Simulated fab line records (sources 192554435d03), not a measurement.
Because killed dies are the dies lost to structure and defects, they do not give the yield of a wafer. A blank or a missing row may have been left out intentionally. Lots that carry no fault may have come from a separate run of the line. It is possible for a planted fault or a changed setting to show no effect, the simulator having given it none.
Split-lot trial	flow n5-finfet	7 lots, 21 wafers read, on a route of 1938 steps

## THE SPLIT ITSELF
At N5_BEOL_M4_EXPOSE_08 (exposes mask M4), the setting dose-mj was moved away from the recipe's 41.25 on 7 of the 21 wafers read, by -4.8% to +5.2%. The other wafers ran this setting at the recipe's value.

## FROM THE SPLIT TO THE READING: what the file shows between them, 2 steps
- N5_BEOL_M4_PEB_09: peb time 60 s
- N5_BEOL_M4_DEVELOP_10: develop time 30 s

## THE READING
Shown in nm: cd-nm at N5_BEOL_M4_CD_MEAS_11, with target cd 16.79 nm. On this fab line, fault-free wafers typically give 16.81 nm with a standard deviation of 0.22 nm.

wafer	tool, chamber at the split	dose-mj as run	against the recipe	cd-nm, nm	against lot-mates on the recipe
L077.2	euv-scanner-01, 0	41.25	recipe	16.69	-
L077.4	euv-scanner-01, 0	41.25	recipe	16.76	-
L077.6	euv-scanner-01, 0	41.25	recipe	16.55	-
L074.3	euv-scanner-01, 0	41.25	recipe	16.70	-
L074.4	euv-scanner-01, 0	41.25	recipe	16.68	-
L074.6	euv-scanner-01, 0	41.25	recipe	16.84	-
L079.4	euv-scanner-02, 0	43.4	+5.2%	17.59	+0.86
L079.5	euv-scanner-02, 0	41.25	recipe	16.78	-
L079.6	euv-scanner-02, 0	41.25	recipe	16.69	-
L082.1	euv-scanner-01, 0	41.25	recipe	16.80	-
L082.5	euv-scanner-01, 0	41.25	recipe	16.87	-
L082.6	euv-scanner-01, 0	39.27	-4.8%	15.77	-1.07
L085.3	euv-scanner-02, 0	41.25	recipe	17.06	-
L085.4	euv-scanner-02, 0	42.94	+4.1%	17.67	+0.61
L085.6	euv-scanner-02, 0	42.94	+4.1%	17.72	+0.66
L087.4	euv-scanner-02, 0	42.11	+2.1%	17.47	+0.59
L087.5	euv-scanner-02, 0	42.11	+2.1%	17.03	+0.15
L087.6	euv-scanner-02, 0	41.25	recipe	16.88	-
L092.1	euv-scanner-02, 0	41.25	recipe	16.71	-
L092.4	euv-scanner-02, 0	41.25	recipe	16.99	-
L092.5	euv-scanner-02, 0	43.41	+5.2%	18.44	+1.59

THE FIT
A straight line over all 21 wafers: cd-nm changes by +0.225 nm for each +1% of dose-mj; r = +0.94; the points scatter about the line by 0.19 nm.
The same after taking each lot's own level away (the mean of its wafers on the recipe; 21 wafers): +0.208 nm for each +1%; r = +0.94; scatter 0.18 nm.
The reading moves by 1.1 nm for the largest change in dose-mj, on that fit.
Across the lots, their own levels run from 16.667 to 17.060 nm, a range of 1.8 times the standard deviation given above.
The two slopes agree, so the slope changes little with the lot-to-lot level.
Check: for one of the wafers moved furthest among these (+5.2%), held out of the fit, the line's prediction against its lot-mates is +0.917 nm. Against them it came out at +1.59 nm.

## THE WHOLE CHAIN: every reading that the file lists as answering this split, in the file's order
step	what it does	reading	change (the file's fit)	r (the file's)
N5_BEOL_M4_CD_MEAS_11	target cd 16.79 nm	cd-nm	+0.215 nm for each +1% of the setting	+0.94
N5_BEOL_M4_ETCH_74	etches underlayer in N2/H2, target depth 6.5 nm, time 5.2 s	BEOL_M4.cd-offset-nm (the simulator's own value, which no gauge read)	+0.171 nm for each +1% of the setting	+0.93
N5_BEOL_M4_ETCH_63	etches SiARC in CF4, target depth 15.6 nm, time 26 s	BEOL_M4.cd-offset-nm (the simulator's own value, which no gauge read)	+0.184 nm for each +1% of the setting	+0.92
N5_BEOL_M4_ETCH_64	etches SOC in N2/H2, target depth 75 nm, overetch 22.5 nm, time 121.9 s	BEOL_M4.cd-offset-nm (the simulator's own value, which no gauge read)	+0.159 nm for each +1% of the setting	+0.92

## FILE'S OWN FIT
cd-nm changes by +0.215 nm for each +1% of dose-mj, r = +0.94.
